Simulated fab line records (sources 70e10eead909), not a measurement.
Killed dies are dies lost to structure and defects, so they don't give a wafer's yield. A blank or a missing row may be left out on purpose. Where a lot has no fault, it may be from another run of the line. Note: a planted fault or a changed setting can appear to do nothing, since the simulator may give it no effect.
Matching of chambers + flow nand_harc + NHARC_A_CHANNEL_HOLE_D2_DEP_01 on pecvd-01: 3 sister chambers
The step deposits SiON, target thk 140 nm. 6 wafers are shown with their chamber, then 12 later ones without.

== EACH WAFER AND ITS CHAMBER ==
| wafer  | chamber | heater_power_w (W) |
|--------|---------|--------------------|
| L086.5 | 0       | 901                |
| L088.1 | 1       | 731                |
| L088.4 | 0       | 718                |
| L090.1 | 2       | 760                |
| L090.3 | 1       | 777                |
| L090.4 | 2       | 766                |

== WAFERS MISSING THEIR CHAMBER ==
| wafer  | heater_power_w (W) |
|--------|--------------------|
| L089.1 | 813                |
| L089.2 | 767                |
| L089.3 | 885                |
| L092.1 | 751                |
| L092.2 | 811                |
| L092.4 | 804                |
| L091.1 | 666                |
| L091.3 | 723                |
| L091.5 | 677                |
| L097.1 | 838                |
| L097.5 | 669                |
| L097.6 | 650                |

== WHICH CHAMBER EACH WENT THROUGH ==
| wafer  | from the rows above          | in truth |
|--------|------------------------------|----------|
| L089.1 | can't be placed: 0 or 2 or 1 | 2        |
| L089.2 | can't be placed: 2 or 1 or 0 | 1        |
| L089.3 | can't be placed: 0 or 2 or 1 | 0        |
| L092.1 | can't be placed: 1 or 2 or 0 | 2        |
| L092.2 | can't be placed: 0 or 2 or 1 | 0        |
| L092.4 | can't be placed: 0 or 2 or 1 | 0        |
| L091.1 | can't be placed: 1 or 2 or 0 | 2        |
| L091.3 | can't be placed: 1 or 2 or 0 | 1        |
| L091.5 | can't be placed: 1 or 2 or 0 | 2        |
| L097.1 | can't be placed: 0 or 2 or 1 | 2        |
| L097.5 | can't be placed: 1 or 2 or 0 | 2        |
| L097.6 | can't be placed: 1 or 2 or 0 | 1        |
Correct placement for 0 of the 12. From these rows, 12 cannot be placed; in 12 the true chamber is one of the candidates. Number placed wrongly: 0.
How it was worked out, from the rows above alone: a wafer's distance from a chamber is the root of the sum, over the readings, of the square of ((its reading less the chamber's mean) divided by the reading's scatter). If the next closest chamber is less than 2 further off than the closest, the wafer can't be placed; otherwise it belongs to the closest. A chamber's mean is the mean of its shown wafers. How the scatter is found: for the shown wafers, subtract from each reading the mean of its chamber, square and add these, divide the total by (wafers less chambers), then take the root.
